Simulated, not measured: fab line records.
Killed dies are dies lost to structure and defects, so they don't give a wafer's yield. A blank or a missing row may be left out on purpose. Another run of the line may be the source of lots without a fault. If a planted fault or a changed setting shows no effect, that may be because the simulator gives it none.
Matching of chambers + flow n5 finfet + 4 sister chambers for N5_BEOL_M13_ETCH_68 on rie diel-01
The step etches SOC in N2/H2, time 355 s. 4 wafers are shown with their chamber, then 10 later ones without.

== WAFERS WITH THEIR CHAMBER ==
| wafer  | chamber | drypump motor current A (A) |
|--------|---------|-----------------------------|
| L091.5 | 0       | 5.7                         |
| L090.2 | 2       | 5.5                         |
| L092.4 | 3       | 6.5                         |
| L092.5 | 1       | 6.1                         |

== WAFERS MISSING THEIR CHAMBER ==
| wafer  | drypump motor current A (A) |
|--------|-----------------------------|
| L092.6 | 5.5                         |
| L096.3 | 6.4                         |
| L096.5 | 6.4                         |
| L096.6 | 5.7                         |
| L094.1 | 6.5                         |
| L094.2 | 6.1                         |
| L094.3 | 5.7                         |
| L094.4 | 5.7                         |
| L094.5 | 6.0                         |
| L094.6 | 6.4                         |

== WHICH CHAMBER EACH ONE RAN IN ==
| wafer  | from the rows above | in truth |
|--------|---------------------|----------|
| L092.6 | 2                   | 2        |
| L096.3 | 3                   | 3        |
| L096.5 | 3                   | 3        |
| L096.6 | 0                   | 0        |
| L094.1 | 3                   | 3        |
| L094.2 | 1                   | 1        |
| L094.3 | 0                   | 0        |
| L094.4 | 0                   | 0        |
| L094.5 | 1                   | 1        |
| L094.6 | 3                   | 3        |
Correctly placed: 10 of 10. From these rows, 0 cannot be placed. Wrongly placed: 0.
How it was worked out, from the rows above alone: a wafer's distance from a chamber is the root of the sum, over the readings, of the square of ((its reading less the chamber's mean) divided by the reading's scatter). If the next closest chamber is less than 2 further off than the closest, the wafer can't be placed; otherwise it belongs to the closest. A chamber's mean is the mean of its shown wafers. The scatter: root of mean squared gap, hidden wafer to nearest shown wafer, with one shown wafer a chamber.
